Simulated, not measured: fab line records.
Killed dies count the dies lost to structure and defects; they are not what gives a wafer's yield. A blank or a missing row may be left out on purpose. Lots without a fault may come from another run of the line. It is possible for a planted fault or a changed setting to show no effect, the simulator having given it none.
Comparing a struck lot with a sound one	flow nand_harc	14 steps out of a route of 1159
Sound: these wafers, L152.3, L152.5, L152.6. Wafers L165.3, L165.4, L165.5 were the ones struck. At the end, the cause is stated.
Per side, at each step with rows, come the tool, then ch with its chambers, and then its first start. Under that, the readings that differ: sound wafers	struck wafers	difference of the means	sigmas: that difference in standard deviations of wafers without a fault.
alike: a reading whose means differ by less than 2 such deviations, as well as words and numbers matching on both sides. not compared: withheld readings; readings where some wafer has no value; bounds like >300 that might hide an equal value; numbers whose values overlap and for which the record gives no deviation.
A row with sigmas, a row that says differs or no value, or rows on one side alone: a step with any of these is where the two part. Non-overlapping numbers with no deviation appear without sigmas and do not part them. A reading that every wafer of one side lacks parts them only if that side has two wafers or more.

NHARC_A_BONDPAD_CD_MEAS_09: the cd target is 500 nm.
  sound on cd_sem-02 ch 0, day 19 06:35; struck on cd_sem-01 ch 0, day 21 21:53
  alike: cd_nm
NHARC_A_BONDPAD_OVL_MEAS_35:
  sound on overlay-02 at day 19 06:40; struck on overlay-01 at day 21 21:58
  alike: overlay_x_nm, overlay_y_nm
then, 1 step without rows for these wafers: NHARC_A_BONDPAD_HARDBAKE_10 (time 65 s).
NHARC_A_BONDPAD_DESCUM_11: chemistry O2, time 3 s.
  sound on rie_diel-08 ch 0,1,3, day 19 06:49; struck on rie_diel-04 ch 1,3, day 21 22:05
  alike: chamber_pressure_mTorr, drypump_motor_current_A, mfc_ar_sccm, oes_product_au, rf_vpp_V, showerhead_plenum_p_Torr, throttle_valve_pct
  not compared: rf_hours_counter_h
NHARC_A_BONDPAD_ETCH_34: etches the open film in N2/H2, target depth 60 nm, overetch 18 nm, time 65.91 s.
  sound on rie_diel-08 ch 0,1, day 19 06:53; struck on rie_diel-04 ch 2,3, day 21 22:10
  alike: chamber_pressure_mTorr, drypump_motor_current_A, mfc_ar_sccm, n2_flow_sccm, oes_product_au, rf_vpp_V, showerhead_plenum_p_Torr, throttle_valve_pct
  not compared: rf_hours_counter_h
NHARC_A_BONDPAD_ETCH_12: etches the open film in CHF3/O2, target depth 220 nm, time 110 s.
  sound on rie_diel-08 ch 2,3; struck on rie_diel-04 ch 1,2,3
reading	sound	struck	difference	sigmas
drypump_motor_current_A (A)	4.9 5.7 4.9	5.9 6.2 5.7	+0.8	+2
  alike: chamber_pressure_mTorr, mfc_ar_sccm, oes_product_au, rf_vpp_V, showerhead_plenum_p_Torr, throttle_valve_pct
  not compared: rf_hours_counter_h
NHARC_A_BONDPAD_CD_MEAS_13:
  sound on cd_sem-02 at day 19 07:07; struck on cd_sem-03 at day 21 22:25
  alike: cd_nm
then, 3 steps without rows for these wafers: NHARC_A_BONDPAD_STRIP_15 (strips in O2); NHARC_A_BONDPAD_ETCH_24 (etches the open film in CF4/N2, target depth 30 nm, time 72.99 s); NHARC_A_BONDPAD_STRIP_16 (strips in post etch residue remover, time 600 s).
NHARC_A_BONDPAD_DEGAS_25: time 60 s.
  sound on pvd_sputter-01 at day 19 07:44; struck on pvd_sputter-02 at day 21 23:04
reading	sound	struck	difference	sigmas
heater_power_w (W)	474 413 461	499 526 540	+72	+2
then, 1 step without rows for these wafers: NHARC_A_BONDPAD_PRE_CLEAN_26 (time 30 s).
NHARC_A_BONDPAD_PVD_17: deposits TaN, target thk 5 nm, time 8.06 s.
  sound on pvd_sputter-01 at day 19 07:55; struck on pvd_sputter-02 at day 21 23:11
  no value came back on the struck wafers for bias_v (V), cathode_dc_power_W (W), chamber_pressure_pa (Pa), throttle_valve_pct (%); on the sound wafers bias_v (V) reads 169.7 169.0 170.0
NHARC_A_BONDPAD_PVD_27: deposits Cu, target thk 30 nm, time 20.49 s.
  sound on pvd_sputter-01; struck on pvd_sputter-02
  alike: cathode_dc_power_W, chamber_pressure_pa, throttle_valve_pct

== WHERE THEY PART ==
First at NHARC_A_BONDPAD_ETCH_12; last, within this record, at NHARC_A_BONDPAD_PVD_17. Later steps at which nothing parts them and some readings are alike: NHARC_A_BONDPAD_PVD_27.

WHY: what had been put in by the simulator
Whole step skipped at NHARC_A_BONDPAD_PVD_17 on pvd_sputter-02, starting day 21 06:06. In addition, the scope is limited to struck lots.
